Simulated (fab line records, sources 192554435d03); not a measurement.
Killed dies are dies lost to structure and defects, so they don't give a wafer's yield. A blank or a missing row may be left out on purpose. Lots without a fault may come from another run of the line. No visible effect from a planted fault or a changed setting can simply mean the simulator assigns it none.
fab line records	flow n5_finfet
record lots=10	wafers=30	last_day=17
route steps=1938 shown SD_EPI_N@281 BEOL_M4@1088 PASSIVATION@1936
lots that met no fault: from a run of the same line without faults
start_h: hours from the record's first day to the start of the lot's first wafer shown	wait_h: hours from the lot's prior step to this one	" unchanged from the row above	L1.1+2: several wafers, shown together as one row	- value missing, or start not given	* or withheld: withheld	< > ~ a bound
route shown NAME@n: NAME is a module with steps in the file, n the number in the route of the first one	usual: the fault-free wafers' mean and standard deviation	same: alike in all rows	chamber/n: place in a boat	sites: the reading at each site	_std_site: standard deviation across them	_edge_site: inner sites' mean taken away from outer sites' mean	radius_mm: for every site, how far away it sits from the centre of the wafer	mask NAME#n: copy n	behind: the last tool/chamber to shape the wafer	hold: reason for holding the lot/hours on hold/outcome of the hold	device: the transistor (n, p or np) that didn't switch	end of line: tests run on the same wafers once the route is complete	a step given without rows: its recipe and nothing more	killed: the dies lost at the first sort to structure and to defects; this is not the yield of the wafer	map: the dies of a wafer, with x for killed, . for not killed, _ for no die there
set.NAME: the setting that was run; set.NAME@STEP: the one run at that earlier step	model.NAME: the simulator's own value behind a step, which no gauge read
steps of the route over a sample of lots; a table a step, a row a wafer
services: when a tool's chamber went out of use (start_h, in hours from the record's first day, below 0 if earlier), for how many hours, and the reason
## steps
# step N5_SD_EPI_N_SD_RECESS_17
# recipe chemistry=HBr/Cl2/O2	target_depth_a=410	mask_material=SOC	time_s=23.7	bt_time_s=3	pressure_mtorr=10	icp_w=800	bias_w=112	HBr_flow_sccm=150	Cl2_flow_sccm=80	O2_flow_sccm=12
# usual HBr_flow_sccm=150.0/0.41	drypump_motor_current_A=5.8/0.39	oes_product_au=0.996/0.021	throttle_valve_pct=37.1/0.49
lot.wafer	tool	chamber	start_h	wait_h	HBr_flow_sccm	drypump_motor_current_A	oes_product_au	rf_hours_counter_h	throttle_valve_pct
L123.1	rie_si-06	2	58.99	0.0	149.6	6.2	1.028	89	36.8
L123.4	"	1	"	"	149.7	5.4	0.969	127	37.6
L123.6	"	2	"	"	149.9	6.2	1.028	-	36.8
L125.2	rie_si-03	3	68.01	0.0	150.1	5.6	0.992	48	37.3
L125.3	"	2	"	"	149.1	6.3	0.958	98	36.6
L125.5	"	0	"	"	149.8	6.4	1.018	-	36.6
L129.2	rie_si-06	0	90.43	0.0	150.2	5.9	1.017	50	37.8
L129.3	"	3	"	"	149.5	5.5	0.983	167	36.9
L129.4	"	2	"	"	150.1	6.2	1.027	89	36.8
L130.1	rie_si-01	2	98.32	0.0	150.1	6.1	1.001	46	38.1
L130.4	"	0	"	"	150.7	6.5	0.986	15	37.0
L130.5	"	2	"	"	149.7	6.1	0.997	-	38.1
L131.1	rie_si-06	0	103.67	0.0	150.1	5.9	1.010	50	37.7
L131.5	"	2	"	"	150.6	6.2	1.027	-	36.8
L131.6	"	3	"	"	149.9	5.5	0.989	-	36.9
L132.1	rie_si-06	3	111.97	0.0	150.4	5.5	0.986	168	36.9
L132.2	"	1	"	"	149.3	5.4	0.968	128	37.6
L132.4	"	2	"	"	150.5	6.2	1.031	90	36.8
L133.3	rie_si-06	2	118.46	0.0	150.3	6.2	1.023	90	36.8
L133.4	"	3	"	"	149.3	5.5	0.985	168	36.9
L133.5	"	1	"	"	150.3	5.4	0.961	-	37.6
L134.1	rie_si-06	0	124.02	0.0	150.0	5.9	1.003	50	37.8
L134.2	"	3	"	"	149.6	5.5	0.981	168	36.9
L134.4	"	1	"	"	150.3	5.4	0.969	128	37.6
L138.1	rie_si-06	1	147.54	0.0	150.4	5.4	0.966	128	37.6
L138.4	"	0	"	"	150.0	5.9	1.016	51	37.8
L138.5	"	3	"	"	150.1	5.5	0.988	-	36.9
L145.1	rie_si-03	2	190.60	0.0	149.9	6.3	0.967	100	36.6
L145.2	"	0	"	"	150.6	6.4	1.014	27	36.6
L145.5	"	2	"	"	150.0	6.3	0.970	-	36.6
# step N5_BEOL_M4_SPUTTER_81
# recipe material=Cu	target_thk_a=45	temp_c=-20	chamber_pressure_pa=0.07	power_w=withheld	time_s=8.29
# usual throttle_valve_pct=29.8/0.97
lot.wafer	tool	chamber	start_h	wait_h	throttle_valve_pct
L123.1	pvd_sputter-03	-	166.94	0.1	31.5
L123.4	"	-	"	"	31.5
L123.6	"	-	"	"	29.2
L125.2	pvd_sputter-02	-	180.59	0.1	30.9
L125.3	"	-	"	"	30.4
L125.5	"	-	"	"	31.2
L130.1	pvd_sputter-01	-	200.62	0.1	29.4
L130.4	"	-	"	"	28.2
L130.5	"	-	"	"	30.0
L129.2	pvd_sputter-03	-	200.89	0.1	31.2
L129.3	"	-	"	"	28.5
L129.4	"	-	"	"	29.7
L131.1	pvd_sputter-03	-	205.73	0.1	29.0
L131.5	"	-	"	"	29.5
L131.6	"	-	"	"	31.3
L132.1	pvd_sputter-03	-	224.16	0.1	31.6
L132.2	"	-	"	"	29.7
L132.4	"	-	"	"	29.3
L134.1	pvd_sputter-01	-	239.38	0.1	29.5
L134.2	"	-	"	"	28.3
L134.4	"	-	"	"	29.6
L133.3	pvd_sputter-02	-	239.55	0.1	31.3
L133.4	"	-	"	"	30.5
L133.5	"	-	"	"	30.4
L138.1	pvd_sputter-02	-	263.03	0.1	29.7
L138.4	"	-	"	"	31.3
L138.5	"	-	"	"	30.4
L145.1	pvd_sputter-03	-	294.32	0.1	28.9
L145.2	"	-	"	"	31.7
L145.5	"	-	"	"	29.0
# step N5_BEOL_M4_CO_CAP_55
# recipe material=Co	target_thk_a=20	temp_c=200	precursor=CCTBA/H2	pressure_torr=30	time_s=102.1
# usual heater_power_w=228/21
lot.wafer	tool	chamber	start_h	wait_h	heater_power_w
L123.1	cvd_co-02	0	169.12	0.0	222
L123.4	"	2	"	"	234
L123.6	"	1	"	"	229
L125.2	cvd_co-02	0	182.90	0.0	220
L125.3	"	2	"	"	239
L125.5	"	2	"	"	240
L130.1	cvd_co-01	1	202.83	0.0	211
L130.4	"	0	"	"	212
L130.5	"	0	"	"	212
L129.2	cvd_co-01	0	203.14	0.0	206
L129.3	"	1	"	"	211
L129.4	"	0	"	"	208
L131.1	cvd_co-02	0	207.91	0.0	222
L131.5	"	1	"	"	230
L131.6	"	0	"	"	225
L132.1	cvd_co-01	1	226.46	0.0	210
L132.2	"	0	"	"	208
L132.4	"	2	"	"	276
L134.1	cvd_co-02	2	241.80	0.0	239
L134.2	"	0	"	"	222
L134.4	"	1	"	"	226
L133.3	cvd_co-02	2	242.28	0.0	240
L133.4	"	0	"	"	222
L133.5	"	1	"	"	225
L138.1	cvd_co-02	1	265.28	0.0	225
L138.4	"	1	"	"	231
L138.5	"	2	"	"	235
L145.1	cvd_co-01	1	296.52	0.0	216
L145.2	"	0	"	"	206
L145.5	"	0	"	"	212
# step N5_BEOL_M4_INSPECT_59
# recipe inspect_instrument=darkfield	mode=post_dep
# usual raw_defect_count=75/24
lot.wafer	tool	chamber	start_h	wait_h	raw_defect_count
L123.1	defect_inspect-02	-	169.33	0.0	114
L123.4	"	-	"	"	63
L123.6	"	-	"	"	67
L125.2	defect_inspect-01	-	183.11	0.0	113
L125.3	"	-	"	"	91
L125.5	"	-	"	"	125
L130.1	defect_inspect-02	-	203.08	0.0	82
L130.4	"	-	"	"	49
L130.5	"	-	"	"	67
L129.2	defect_inspect-02	-	203.38	0.0	27
L129.3	"	-	"	"	65
L129.4	"	-	"	"	99
L131.1	defect_inspect-01	-	208.15	0.0	63
L131.5	"	-	"	"	56
L131.6	"	-	"	"	50
L132.1	defect_inspect-02	-	226.67	0.0	53
L132.2	"	-	"	"	72
L132.4	"	-	"	"	178
L134.1	defect_inspect-01	-	242.01	0.0	83
L134.2	"	-	"	"	50
L134.4	"	-	"	"	76
L133.3	defect_inspect-01	-	242.49	0.0	82
L133.4	"	-	"	"	54
L133.5	"	-	"	"	44
L138.1	defect_inspect-01	-	265.49	0.0	82
L138.4	"	-	"	"	95
L138.5	"	-	"	"	65
L145.1	defect_inspect-01	-	296.73	0.0	63
L145.2	"	-	"	"	45
L145.5	"	-	"	"	46
# step N5_BEOL_M4_RC_MEAS_101
# usual CJ_N=4.33/0.091	DIBL_N=36.2/1.7	DIBL_P=36.6/1.9	IOFF_N=0.16/0.032	IOFF_P=0.21/0.037	ION_N=675/12	ION_P=460/8.1	REXT_N=76.5/1.6	SS_N=71.4/0.58	SS_P=73.4/0.64	VT_N=249/3.2	VT_P=-252/3.4
lot.wafer	tool	chamber	start_h	wait_h	CJ_N	DIBL_N[mV/V]	DIBL_P[mV/V]	IOFF_N[nA/um]	IOFF_P[nA/um]	ION_N[uA/um]	ION_P[uA/um]	REXT_N[ohm.um]	SS_N[mV/dec]	SS_P[mV/dec]	VT_N[mV]	VT_P[mV]
L123.1	prober-02	0	169.36	0.0	4.37	36.7	37.2	0.17	0.23	665	465	78.5	71.8	73.2	250	-248
L123.4	"	0	"	"	4.29	36.4	37.7	0.16	0.23	687	468	78.2	72.2	73.8	250	-247
L123.6	"	0	"	"	4.37	33.9	34.4	0.13	0.18	668	465	77.9	71.1	72.9	252	-250
L125.2	prober-02	0	183.29	0.2	4.38	38.1	38.5	0.19	0.23	682	462	77.4	72.5	73.5	248	-250
L125.3	"	0	"	"	4.19	34.9	35.8	0.14	0.19	657	450	79.4	71.9	72.8	253	-253
L125.5	"	0	"	"	4.45	36.7	37.3	0.17	0.21	676	462	77.7	71.4	73.5	250	-253
L130.1	prober-01	0	203.10	0.0	4.46	39.4	39.6	0.27	0.30	700	471	75.6	72.8	74.4	242	-245
L130.4	"	0	"	"	4.51	39.1	39.7	0.25	0.30	697	473	75.3	71.7	74.9	241	-244
L130.5	"	0	"	"	4.35	38.0	38.2	0.23	0.27	697	471	75.3	71.8	73.8	242	-250
L129.2	prober-02	0	203.56	0.2	4.43	36.8	38.0	0.17	0.21	669	454	75.2	72.3	73.7	248	-254
L129.3	"	0	"	"	4.24	35.1	37.1	0.14	0.18	669	451	76.0	71.1	72.7	251	-251
L129.4	"	0	"	"	4.39	36.4	37.7	0.16	0.20	672	450	75.0	71.1	73.2	246	-253
L131.1	prober-02	0	208.18	0.0	4.32	35.6	36.2	0.16	0.19	684	463	76.5	71.6	73.1	248	-250
L131.5	"	0	"	"	4.30	33.9	33.8	0.12	0.15	671	455	76.0	71.2	73.2	253	-254
L131.6	"	0	"	"	4.24	34.7	35.1	0.14	0.17	676	463	75.6	71.1	73.2	249	-253
L132.1	prober-02	0	226.69	0.0	4.24	38.8	41.1	0.20	0.27	688	473	76.6	71.6	74.6	245	-250
L132.2	"	0	"	"	4.30	34.4	35.3	0.12	0.17	658	454	76.8	70.9	72.6	252	-256
L132.4	"	0	"	"	4.39	37.4	38.8	0.18	0.23	693	465	75.5	71.7	73.9	247	-253
L134.1	prober-02	0	242.03	0.0	4.32	34.1	33.4	0.13	0.16	667	456	79.0	70.7	72.5	249	-254
L134.2	"	0	"	"	4.19	35.5	35.1	0.15	0.18	677	463	78.4	71.3	73.8	253	-253
L134.4	"	0	"	"	4.20	35.3	35.6	0.15	0.18	671	461	80.6	71.5	73.5	252	-254
L133.3	prober-01	0	242.82	0.3	4.34	34.7	35.4	0.14	0.20	669	461	76.2	70.6	72.9	253	-251
L133.4	"	0	"	"	4.29	34.1	35.4	0.14	0.21	676	460	75.8	70.5	72.9	250	-247
L133.5	"	0	"	"	4.27	33.1	34.1	0.11	0.18	649	456	76.1	70.7	73.4	256	-251
L138.1	prober-01	0	265.51	0.0	4.21	35.6	36.4	0.15	0.20	665	455	77.2	71.0	73.4	251	-249
L138.4	"	0	"	"	2.88	34.6	38.3	0.14	0.23	598	455	84.6	71.2	73.8	252	-251
L138.5	"	0	"	"	4.19	35.9	36.5	0.15	0.21	678	462	76.3	71.7	73.6	251	-252
L145.1	prober-02	0	296.75	0.0	4.40	37.0	35.9	0.16	0.21	680	465	79.4	71.2	72.9	249	-253
L145.2	"	0	"	"	4.45	35.7	34.2	0.13	0.19	666	460	78.5	69.8	72.2	254	-250
L145.5	"	0	"	"	4.39	37.2	37.3	0.17	0.23	684	469	80.2	71.0	73.9	249	-247
# step N5_PASSIVATION_PROBE_49
# usual defect_limited_yield=91.3/1.5	killed_at_M0_to_M3=35/10	killed_at_M4_up=12/4.6	killed_at_contacts=13/6.6	killed_at_front_end=39/11	killed_at_other=4/3.4	killed_dies=103/17	killed_open=67/13	killed_short=35/8.2	sort_bin_5_function=5.1/0.94	sort_bin_6_memory=3.2/0.7	sort_bin_8_speed=0.00/0.03	sort_n_pass=1077/17	sort_yield_pct=91.3/1.5
# same gross_dies=1180	killed_at_back_side=0	sort_bin_4_leakage[%]=0
lot.wafer	tool	chamber	start_h	wait_h	defect_limited_yield[%]	killed_at_M0_to_M3	killed_at_M4_up	killed_at_contacts	killed_at_front_end	killed_at_other	killed_dies	killed_open	killed_short	sort_bin_5_function[%]	sort_bin_6_memory[%]	sort_bin_8_speed[%]	sort_n_pass	sort_yield_pct[%]
L138.1	prober-01	-	373.68	0.0	92.5	36	12	11	27	2	88	64	23	4.3	2.7	0	1092	92.5
L138.4	prober-01	-	373.83	0.2	92.7	29	11	6	37	3	86	56	30	4.6	2.5	91.19	18	1.5
L138.5	prober-01	-	373.88	0.2	92.9	23	14	7	36	4	84	59	25	4.5	2.5	0	1096	92.9
# killed by level:class
L138.1 MOL_CONTACT_COAG:geometric_particle:open=10 STI_FIN_REVEAL:geometric_particle:open=9 BEOL_M0_SAQP:geometric_particle:open=8 BEOL_M2:geometric_particle:open=8 BEOL_M0_SAQP:geometric_particle:short=7 BEOL_M1:geometric_particle:open=6 FIN_SAQP:geometric_particle:open=5 BEOL_M5:geometric_particle:open=5
L138.4 FIN_SAQP:geometric_particle:open=11 STI_FIN_REVEAL:geometric_particle:open=10 BEOL_M0_SAQP:geometric_particle:short=9 BEOL_M2:geometric_particle:open=6 MOL_CONTACT_COAG:geometric_particle:open=5 BEOL_M0_SAQP:geometric_particle:open=5 STI_FIN_REVEAL:geometric_particle:short=4 BEOL_M4:geometric_particle:open=4
L138.5 BEOL_M0_SAQP:geometric_particle:short=8 FIN_SAQP:geometric_particle:open=7 STI_FIN_REVEAL:geometric_particle:open=7 DUMMY_GATE:geometric_particle:open=7 MOL_CONTACT_COAG:geometric_particle:open=6 BEOL_M0_SAQP:geometric_particle:open=5 BEOL_M5:geometric_particle:open=5 STARTING-WAFER:geometric_particle:open=4
## services
tool	chamber	start_h	hours	kind
cvd_co-01	0	43.17	4.6	repair
rie_si-03	-	58.86	0.3	repair
cvd_co-02	-	68.82	1.4	repair
cvd_co-01	-	77.34	0.3	repair
cvd_co-01	-	78.20	0.4	repair
rie_si-03	-	78.35	2.8	pm
rie_si-06	-	83.34	2.8	pm
rie_si-01	3	85.70	8.7	repair
pvd_sputter-03	-	101.84	8.9	repair
cvd_co-01	-	110.74	6.9	pm
cvd_co-01	1	117.64	-	clean
cvd_co-01	1	117.64	22.0	scheduled_down
rie_si-01	-	145.71	0.7	repair
pvd_sputter-01	-	157.09	9.9	repair
rie_si-01	1	166.09	3.0	repair
rie_si-01	-	175.24	1.9	repair
rie_si-06	0	189.77	9.0	repair
cvd_co-02	-	218.36	0.3	repair
rie_si-01	-	221.34	6.5	repair
rie_si-01	3	231.74	1.8	repair
cvd_co-01	-	241.24	2.8	pm
rie_si-06	3	241.97	1.6	repair
rie_si-01	2	280.80	3.5	repair
rie_si-01	0	285.52	3.5	repair
## key
first_sign step=N5_BEOL_M4_RC_MEAS_101	reading=CJ_N	direction=down	sigmas=16	usual=4.33	struck=2.88
effect step=N5_BEOL_M4_RC_MEAS_101	reading=ION_N	direction=down	sigmas=6.6	usual=675	struck=598
effect step=N5_BEOL_M4_RC_MEAS_101	reading=REXT_N	direction=up	sigmas=5	usual=76.5	struck=84.6
effect step=N5_PASSIVATION_PROBE_49	reading=sort_bin_8_speed	direction=up	sigmas=99+	usual=0.00	struck=91.19
met_at N5_SD_EPI_N_SD_RECESS_17
struck_lots L138
struck_wafers L138.4
not_acting_at N5_BEOL_M4_SPUTTER_81,N5_BEOL_M4_CO_CAP_55,N5_BEOL_M4_INSPECT_59
onset_between 124.02 147.54
fault kind=process_parameter_drift	tool=rie_si-06	chamber=0	onset_h=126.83	steps=N5_SD_EPI_N_SD_RECESS_17	channel=time_s	offset=*	shape=step	end_h=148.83	acts_in=*	stated=*
